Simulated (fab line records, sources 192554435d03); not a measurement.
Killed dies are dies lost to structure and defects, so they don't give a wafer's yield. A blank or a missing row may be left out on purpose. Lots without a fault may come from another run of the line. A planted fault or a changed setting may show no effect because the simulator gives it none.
Chamber matching | flow n5_finfet | N5_MOL_CONTACT_COAG_DESCUM_45 on rie_diel-03: 4 sister chambers
The step chemistry O2, time 7 s. 16 wafers are shown with their chamber, then 8 later ones without.

WAFERS WITH THEIR CHAMBER
wafer  | chamber | showerhead_plenum_p_Torr (Torr) | throttle_valve_pct (%) | oes_product_au (a.u.)
L076.1 | 1       | 2.10                            | 20.13                  | 0.77
L076.3 | 0       | 2.21                            | 20.16                  | 0.82
L076.4 | 2       | 2.09                            | 20.19                  | 0.78
L078.1 | 1       | 2.10                            | 20.12                  | 0.78
L078.3 | 0       | 2.21                            | 20.19                  | 0.82
L078.6 | 3       | 2.18                            | 20.54                  | 0.68
L080.1 | 0       | 2.21                            | 20.17                  | 0.82
L080.2 | 1       | 2.10                            | 20.13                  | 0.78
L080.4 | 2       | 2.09                            | 20.21                  | 0.78
L083.1 | 3       | 2.17                            | 20.56                  | 0.67
L083.2 | 0       | 2.21                            | 20.20                  | 0.80
L083.4 | 1       | 2.10                            | 20.16                  | 0.77
L087.2 | 1       | 2.09                            | 20.17                  | 0.76
L087.4 | 2       | 2.09                            | 20.23                  | 0.77
L087.6 | 2       | 2.09                            | 20.23                  | 0.77
L091.2 | 2       | 2.08                            | 20.25                  | 0.75

SIGNATURES (means of the wafers above)
reading                  | chamber 0 | chamber 1 | chamber 2 | chamber 3 | scatter within a chamber
showerhead_plenum_p_Torr | 2.2100    | 2.0980    | 2.0880    | 2.1750    | 0.00418
throttle_valve_pct       | 20.1800   | 20.1420   | 20.2220   | 20.5500   | 0.0207
oes_product_au           | 0.8150    | 0.7720    | 0.7700    | 0.6750    | 0.0101
Rule: a wafer's distance from a chamber is the root of the sum, over the readings, of the square of ((its reading less the chamber's mean) divided by the reading's scatter). The wafer belongs to the nearest chamber; if the next one is less than 2 further off, it can't be placed. The scatter: the root of (the sum of the squares of (reading less its chamber's mean) over the shown wafers, divided by (wafers less chambers)).

WAFERS WITHOUT THEIR CHAMBER
wafer  | showerhead_plenum_p_Torr (Torr) | throttle_valve_pct (%) | oes_product_au (a.u.)
L091.3 | 2.09                            | 20.18                  | 0.74
L091.4 | 2.09                            | 20.17                  | 0.75
L092.1 | 2.17                            | 20.23                  | 0.98
L092.2 | 2.20                            | 20.23                  | 0.79
L092.5 | 2.08                            | 20.26                  | 0.76
L094.2 | 2.20                            | 20.23                  | 0.79
L094.5 | 2.17                            | 20.23                  | 0.96
L094.6 | 2.08                            | 20.26                  | 0.76

WHICH CHAMBER EACH WENT THROUGH
wafer  | from the rows above     | in truth
L091.3 | can't be placed: 2 or 1 | 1
L091.4 | can't be placed: 1 or 2 | 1
L092.1 | 0                       | 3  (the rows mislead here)
L092.2 | 0                       | 0
L092.5 | 2                       | 2
L094.2 | 0                       | 0
L094.5 | 0                       | 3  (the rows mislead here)
L094.6 | 2                       | 2
Placed correctly: 4 of 8. Can't be placed from these rows: 2 (the true chamber is among the candidates in 2). Placed wrongly: 2.
